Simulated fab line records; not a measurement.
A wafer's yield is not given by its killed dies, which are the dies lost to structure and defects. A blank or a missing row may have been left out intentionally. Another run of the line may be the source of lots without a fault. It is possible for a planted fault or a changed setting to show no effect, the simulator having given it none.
Chamber matching -- flow nandHarc -- NHARC_P_BONDPAD_ACTIVATE_29 on rieDiel-12: 4 sister chambers
The step chemistry N2, time 60 s. 8 wafers are shown with their chamber, then 7 later ones without.

## WAFERS, EACH WITH ITS CHAMBER
wafer,chamber,showerheadPlenumPTorr (Torr),drypumpMotorCurrentA (A)
L537.3,3,1.70,5.0
L536.4,3,1.70,5.0
L541.5,0,1.66,5.7
L542.2,2,1.87,6.1
L542.4,0,1.66,5.7
L542.6,1,1.71,5.2
L545.1,2,1.87,6.2
L545.3,1,1.70,5.1

## WAFERS MISSING THEIR CHAMBER
wafer,showerheadPlenumPTorr (Torr),drypumpMotorCurrentA (A)
L545.4,1.71,5.2
L554.1,1.66,5.7
L554.3,1.87,6.1
L554.5,1.70,5.1
L555.1,1.66,5.7
L555.3,1.70,5.1
L555.6,1.70,5.2

## EACH ONE'S CHAMBER
wafer,from the rows above,in truth
L545.4,1,1
L554.1,0,0
L554.3,2,2
L554.5,can't be placed: 1 or 3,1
L555.1,0,0
L555.3,can't be placed: 1 or 3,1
L555.6,1,1
5 of 7 placed correctly. Not placeable from these rows: 2 (in 2, the candidates include the true chamber). 0 placed wrongly.
How it was worked out, from the rows above alone: a wafer's distance from a chamber is the root of the sum, over the readings, of the square of ((its reading less the chamber's mean) divided by the reading's scatter). The wafer belongs to the nearest chamber; if the next one is less than 2 further off, it can't be placed. A chamber's mean is the mean of its shown wafers. The scatter: the root of (the sum of the squares of (reading less its chamber's mean) over the shown wafers, divided by (wafers less chambers)).
